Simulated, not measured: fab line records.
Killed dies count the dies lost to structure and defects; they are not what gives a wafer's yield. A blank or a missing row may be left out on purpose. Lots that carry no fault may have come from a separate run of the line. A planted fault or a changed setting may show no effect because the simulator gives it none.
Chamber matching -- flow n5_finfet -- 3 sister chambers for N5_BEOL_M2_ILD_DEP_00 on pecvd-04
The step deposits SiOC from DEMS/O2, target thk 79 nm, time 15.3 s. 24 wafers are shown with their chamber, then 12 later ones without.

WAFERS PAIRED WITH THEIR CHAMBERS
wafer,chamber,showerhead_plenum_p_Torr (Torr),throttle_valve_pct (%),heater_power_w (W)
L076.1,0,5.675,12.2,403
L076.2,1,5.705,12.5,466
L076.3,2,5.715,11.5,460
L076.4,0,5.684,12.1,420
L076.5,2,5.704,11.7,464
L076.6,1,5.715,12.4,455
L077.3,2,5.695,11.6,476
L077.5,2,5.703,11.9,465
L077.6,1,5.716,12.4,480
L083.2,2,5.704,12.0,395
L083.3,2,5.699,12.0,408
L083.5,0,5.685,11.9,416
L084.1,0,5.670,11.9,412
L084.4,2,5.705,12.1,456
L084.6,1,5.702,12.7,482
L088.1,1,5.697,12.5,494
L088.2,0,5.679,11.8,411
L088.3,2,5.706,12.0,441
L088.4,0,5.679,12.1,411
L088.5,2,5.710,12.0,443
L088.6,1,5.716,12.5,485
L091.3,2,5.706,12.0,386
L091.4,0,5.668,12.0,410
L091.6,2,5.696,11.6,383

SIGNATURES (averages over the wafers above)
reading,chamber 0,chamber 1,chamber 2,scatter within a chamber
showerhead_plenum_p_Torr,5.67714,5.70850,5.70391,0.00667
throttle_valve_pct,12.000,12.500,11.855,0.173
heater_power_w,411.86,477.00,434.27,25
Rule: for a wafer and a chamber, the distance is found by dividing, reading by reading, the gap between the wafer's reading and the chamber's mean by the reading's scatter, squaring, summing and taking the root. If the next closest chamber is less than 2 further off than the closest, the wafer can't be placed; otherwise it belongs to the closest. How the scatter is found: for the shown wafers, subtract from each reading the mean of its chamber, square and add these, divide the total by (wafers less chambers), then take the root.

WAFERS WHOSE CHAMBER IS MISSING
wafer,showerhead_plenum_p_Torr (Torr),throttle_valve_pct (%),heater_power_w (W)
L090.2,5.706,12.1,451
L090.3,5.668,12.0,370
L090.4,5.714,12.2,460
L092.1,5.710,12.3,446
L092.2,5.674,12.1,391
L092.3,5.690,11.9,435
L092.4,5.666,11.9,400
L092.5,5.692,12.5,456
L092.6,5.693,11.6,452
L093.1,5.705,12.0,448
L093.2,5.675,11.9,369
L093.4,5.685,11.7,380

WHICH CHAMBER EACH ONE RAN IN
wafer,from the rows above,in truth
L090.2,can't be placed: 2 or 1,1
L090.3,0,0
L090.4,can't be placed: 1 or 2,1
L092.1,can't be placed: 1 or 2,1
L092.2,0,0
L092.3,can't be placed: 2 or 0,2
L092.4,0,0
L092.5,can't be placed: 1 or 0 or 2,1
L092.6,can't be placed: 2 or 0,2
L093.1,2,2
L093.2,0,0
L093.4,can't be placed: 0 or 2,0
Correctly placed: 5 of 12. Cannot be placed on the basis of these rows: 7; the candidates contain the true chamber in 7. Number placed wrongly: 0.
